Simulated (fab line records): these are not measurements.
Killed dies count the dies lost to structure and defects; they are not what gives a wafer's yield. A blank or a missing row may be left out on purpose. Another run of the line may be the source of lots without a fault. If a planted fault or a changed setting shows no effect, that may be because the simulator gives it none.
Matching of chambers -- flow nand harc -- NHARC_A_CHANNEL_FILL_D2_ALD_14 on ald hk-02: 4 sister chambers
The step deposits SiO2, target thk 2.5 nm, pulse time 10 s, ald cycles 25. 16 wafers are shown with their chamber, then 8 later ones without.

== WAFERS, EACH WITH ITS CHAMBER ==
wafer,chamber,heater power w (W),precursor pulse height rel
L075.2,2,543,0.993
L075.5,1,526,1.037
L075.6,2,550,0.997
L084.1,0,452,1.020
L084.3,1,525,0.995
L084.6,2,533,1.034
L087.1,3,444,0.999
L087.4,2,544,0.988
L087.6,0,443,0.989
L089.1,1,544,0.969
L089.3,0,449,0.997
L089.6,3,449,0.995
L091.1,1,523,0.987
L091.2,3,440,1.003
L091.3,0,468,1.017
L092.4,1,534,1.025

SIGNATURES, as means of the wafers listed above
reading,chamber 0,chamber 1,chamber 2,chamber 3,scatter within a chamber
heater power w,453.00,530.40,542.50,444.33,8.33
precursor pulse height rel,1.00575,1.00260,1.00300,0.99900,0.0207
Rule: for a wafer and a chamber, the distance is found by dividing, reading by reading, the gap between the wafer's reading and the chamber's mean by the reading's scatter, squaring, summing and taking the root. The wafer belongs to the nearest chamber; if the next one is less than 2 further off, it can't be placed. How the scatter is found: for the shown wafers, subtract from each reading the mean of its chamber, square and add these, divide the total by (wafers less chambers), then take the root.

== WAFERS WHOSE CHAMBER IS MISSING ==
wafer,heater power w (W),precursor pulse height rel
L092.5,443,0.979
L092.6,443,0.973
L094.1,440,0.981
L094.3,531,1.002
L094.4,545,0.961
L095.3,449,1.003
L095.5,546,0.969
L095.6,528,1.023

== THE CHAMBER EACH PASSED THROUGH ==
wafer,from the rows above,in truth
L092.5,can't be placed: 3 or 0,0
L092.6,can't be placed: 3 or 0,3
L094.1,can't be placed: 3 or 0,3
L094.3,can't be placed: 1 or 2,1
L094.4,can't be placed: 2 or 1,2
L095.3,can't be placed: 0 or 3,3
L095.5,can't be placed: 2 or 1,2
L095.6,can't be placed: 1 or 2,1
Correct placement for 0 of the 8. These rows do not allow placing 8 (true chamber among the candidates in 8). Wrongly placed: 0.
